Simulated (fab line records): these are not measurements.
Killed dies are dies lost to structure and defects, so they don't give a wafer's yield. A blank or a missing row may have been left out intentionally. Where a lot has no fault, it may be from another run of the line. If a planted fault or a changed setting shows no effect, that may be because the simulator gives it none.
Which tool was responsible?	flow nand_harc	11 lots with 33 wafers sampled at 5 steps, on a route of 1302 steps

== WHAT THE GAUGES SHOWED, per wafer ==
NHARC_END_SORT_01.
lot	measured	on	killed_at_array
L357	day 31 20:10	prober-01	50 570 53
L360	day 31 18:37	prober-02	79 83 78
L362	day 33 03:10	prober-01	99 93 78

== TOOL THAT RAN EACH LOT (tool first, then ch and the chambers of the sampled wafers, then the start) ==
lot	NHARC_A_STAIRCASE_HM_DEP_456	NHARC_A_STAIRCASE_DESCUM_270	NHARC_A_STAIRCASE_ETCH_451	NHARC_A_STAIRCASE_ETCH_292
L344	acl_dep-03 ch 0, day 17 11:41	rie_diel-13 ch 0,1, day 17 14:34	rie_diel-13 ch 1,2,3, day 17 23:02 or earlier	rie_diel-03 ch 0,1,3, day 17 23:02
L346	acl_dep-03 ch 0, day 17 23:53	rie_diel-03 ch 1,2,3, day 18 02:43	rie_diel-03 ch 0,2,3, day 18 09:52 or earlier	rie_diel-13 ch 1,2,3, day 18 09:52
L345	acl_dep-03 ch 0, day 18 02:20	rie_diel-03 ch 1,2, day 18 04:29	rie_diel-03 ch 0,1,2, day 18 10:53 or earlier	rie_diel-03 ch 0,1,3, day 18 10:53
L349	acl_dep-03 ch 0, day 19 03:19	rie_diel-03 ch 0,3, day 19 06:04	rie_diel-03 ch 2,3, day 19 12:37 or earlier	rie_diel-03 ch 0,1, day 19 12:37
L348	acl_dep-02 ch 0, day 19 14:35	rie_diel-13 ch 1,3, day 19 17:07	rie_diel-13 ch 1,3, day 20 00:41 or earlier	rie_diel-03 ch 2,3, day 20 00:41
L357	acl_dep-03 ch 0, day 23 02:03	rie_diel-13 ch 1,2,3, day 23 04:17	rie_diel-13 ch 1,2,3, day 23 12:49 or earlier	rie_diel-13 ch 0,1,2, day 23 12:49
L360	acl_dep-02 ch 0, day 23 14:28	rie_diel-13 ch 1,2,3, day 23 17:13	rie_diel-13 ch 0,1,3, day 23 23:58 or earlier	rie_diel-03 ch 1,2, day 23 23:58
L361	acl_dep-01 ch 0, day 24 14:12	rie_diel-03 ch 1,2, day 24 16:16	rie_diel-03 ch 0,1, day 25 00:01 or earlier	rie_diel-11 ch 0,1, day 25 00:01
L363	acl_dep-01 ch 0, day 24 20:56	rie_diel-13 ch 0,1,3, day 24 23:47	rie_diel-13 ch 1,2,3, day 25 09:16 or earlier	rie_diel-11 ch 0,2,3, day 25 09:16
L362	acl_dep-03 ch 0, day 24 21:29	rie_diel-03 ch 0,1,2, day 25 00:01	rie_diel-03 ch 1,2,3, day 25 09:47 or earlier	rie_diel-11 ch 1,2,3, day 25 09:47
L364	acl_dep-01 ch 0, day 25 15:29	rie_diel-11 ch 0,1,2, day 25 17:50	rie_diel-11 ch 0,3, day 26 00:07 or earlier	rie_diel-13 ch 1,2,3, day 26 00:07
- NHARC_A_STAIRCASE_HM_DEP_456: deposits aC, target thk 3100 nm.
- NHARC_A_STAIRCASE_DESCUM_270: chemistry O2, time 3 s.
- NHARC_A_STAIRCASE_ETCH_451: etches the open film in CF4/O2, target depth 30 nm, overetch 3 nm, time 16.5 s.
- NHARC_A_STAIRCASE_ETCH_292: etches the open film in CF4/CHF3.

== THE ANSWER, worked out from the rows above alone ==
Rule: usual is defined by the lots themselves. The widest of any qualifying gaps counts: lots, ordered by their means at a reading, are off when they make up no more than a third of the lots, leave a main group of 4 or more, and stand apart from it by 3 or more times the standard deviation of that group's means. A main group whose means are all the same, to the digits that the tables above print for the reading, isn't used. A lot without any number at a reading at which 4 lots or more have one is off too. The other lots that the step has rows for count as sound.
None of the lots is off at any reading shown; this tells nothing.

== WHAT WAS PUT IN BY THE SIMULATOR ==
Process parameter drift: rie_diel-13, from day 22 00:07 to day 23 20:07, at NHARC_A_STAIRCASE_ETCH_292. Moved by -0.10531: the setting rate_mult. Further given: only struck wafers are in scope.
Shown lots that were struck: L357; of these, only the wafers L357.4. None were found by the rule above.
